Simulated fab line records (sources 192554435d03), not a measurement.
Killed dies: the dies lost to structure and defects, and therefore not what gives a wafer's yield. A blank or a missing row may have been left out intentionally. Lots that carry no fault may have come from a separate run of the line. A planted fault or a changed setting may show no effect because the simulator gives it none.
Chamber matching :: flow n5Finfet :: rieDiel-05 running N5_HKMG_FIN_ETCH_54: 4 sister chambers
The step etches SiARC in CF4, target depth 45.5 nm, time 75.8 s. 8 wafers are shown with their chamber, then 8 later ones without.

WAFERS PAIRED WITH THEIR CHAMBERS
wafer: L080.4
chamber: 0
etchRfOnTimeS (s): 73.6
throttleValvePct (%): 15.18

wafer: L080.5
chamber: 1
etchRfOnTimeS (s): 78.2
throttleValvePct (%): 16.00

wafer: L084.1
chamber: 0
etchRfOnTimeS (s): 73.9
throttleValvePct (%): 15.24

wafer: L084.5
chamber: 3
etchRfOnTimeS (s): 73.5
throttleValvePct (%): 15.26

wafer: L085.2
chamber: 2
etchRfOnTimeS (s): 77.8
throttleValvePct (%): 15.38

wafer: L085.3
chamber: 3
etchRfOnTimeS (s): 73.9
throttleValvePct (%): 15.27

wafer: L085.6
chamber: 2
etchRfOnTimeS (s): 77.9
throttleValvePct (%): 15.41

wafer: L091.3
chamber: 1
etchRfOnTimeS (s): 74.6
throttleValvePct (%): 15.57

WAFERS WHOSE CHAMBER IS MISSING
wafer: L091.4
etchRfOnTimeS (s): 76.8
throttleValvePct (%): 15.41

wafer: L091.6
etchRfOnTimeS (s): 73.8
throttleValvePct (%): 15.23

wafer: L092.3
etchRfOnTimeS (s): 77.7
throttleValvePct (%): 15.43

wafer: L092.5
etchRfOnTimeS (s): 73.7
throttleValvePct (%): 15.28

wafer: L092.6
etchRfOnTimeS (s): 73.7
throttleValvePct (%): 15.23

wafer: L097.2
etchRfOnTimeS (s): 74.1
throttleValvePct (%): 15.61

wafer: L097.3
etchRfOnTimeS (s): 74.1
throttleValvePct (%): 15.32

wafer: L097.6
etchRfOnTimeS (s): 77.6
throttleValvePct (%): 15.44

WHICH CHAMBER EACH ONE RAN IN
wafer: L091.4
from the rows above: can't be placed: 2 or 1 or 3 or 0
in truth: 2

wafer: L091.6
from the rows above: can't be placed: 0 or 3
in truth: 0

wafer: L092.3
from the rows above: 2
in truth: 2

wafer: L092.5
from the rows above: can't be placed: 3 or 0
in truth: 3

wafer: L092.6
from the rows above: can't be placed: 0 or 3
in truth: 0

wafer: L097.2
from the rows above: can't be placed: 1 or 3 or 0 or 2
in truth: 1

wafer: L097.3
from the rows above: can't be placed: 3 or 0
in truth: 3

wafer: L097.6
from the rows above: 2
in truth: 2
Correct placement for 2 of the 8. Unplaceable from these rows: 6, with the true chamber sitting among the candidates in 6. Number placed wrongly: 0.
How it was worked out, from the rows above alone: a wafer's distance from a chamber is the root of the sum, over the readings, of the square of ((its reading less the chamber's mean) divided by the reading's scatter). If the next closest chamber is less than 2 further off than the closest, the wafer can't be placed; otherwise it belongs to the closest. For every chamber, the mean is computed from those of its wafers that are shown. The scatter is the square root of a quotient: the sum, over the shown wafers, of each reading's squared deviation from its chamber's mean, divided by wafers minus chambers.
